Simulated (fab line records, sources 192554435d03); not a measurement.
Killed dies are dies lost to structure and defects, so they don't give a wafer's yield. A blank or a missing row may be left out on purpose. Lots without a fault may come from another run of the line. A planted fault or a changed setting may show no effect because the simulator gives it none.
One fault seen from 2 desks | flow n5_finfet | each desk has only its own numbers; what lay behind them comes last

THE METROLOGY DESK
What the gauges read, lot by lot, whatever tool the lot ran on: means of the sampled wafers that have a number. A lot is out of limits, marked OUT, if its mean lies more than 4 standard deviations from the usual mean; the brackets give that distance.
Columns: A = PASS_OPEN_OVL at N5_PASSIVATION_OVL_MEAS_66, usual 2 nm
lot  | first seen here | A
L156 | day 11 23:43    | 8
L157 | day 12 10:56    | 4
L159 | day 12 17:43    | 7
L163 | day 13 22:14    | -4
L164 | day 14 15:12    | 0
L167 | day 15 04:22    | 1
L169 | day 15 08:43    | 3
L170 | day 16 06:14    | -2
L172 | day 16 11:39    | 6
L176 | day 17 22:31    | 4
L178 | day 18 02:49    | 1
This desk's finding: nothing out of limits on any of the 11 lots.

THE TOOL OWNER'S DESK: pvd_sputter-01
The tool's own readings at N5_BEOL_M5_SPUTTER_90 (material Cu, target thk 4.5 nm, time 8.29 s): means of the sampled wafers that have a number, for each lot that ran on this tool. A lot is out of limits, marked OUT, if its mean lies more than 4 standard deviations from the usual mean; the brackets give that distance.
Columns: A = throttle_valve_pct at N5_BEOL_M5_SPUTTER_90, usual 30.0 %
lot  | first seen here | A
L159 | day 8 20:02     | 29.9
L164 | day 10 06:21    | 30.1
L167 | day 11 05:46    | 29.7
L169 | day 11 19:35    | 30.2
L170 | day 12 18:55    | 30.3
This desk's finding: nothing out of limits on any of the 5 lots.

PUT TOGETHER
The metrology desk saw nothing out of limits.
The tool owner's desk saw nothing out of limits.

WHAT THE SIMULATOR HAD PUT IN
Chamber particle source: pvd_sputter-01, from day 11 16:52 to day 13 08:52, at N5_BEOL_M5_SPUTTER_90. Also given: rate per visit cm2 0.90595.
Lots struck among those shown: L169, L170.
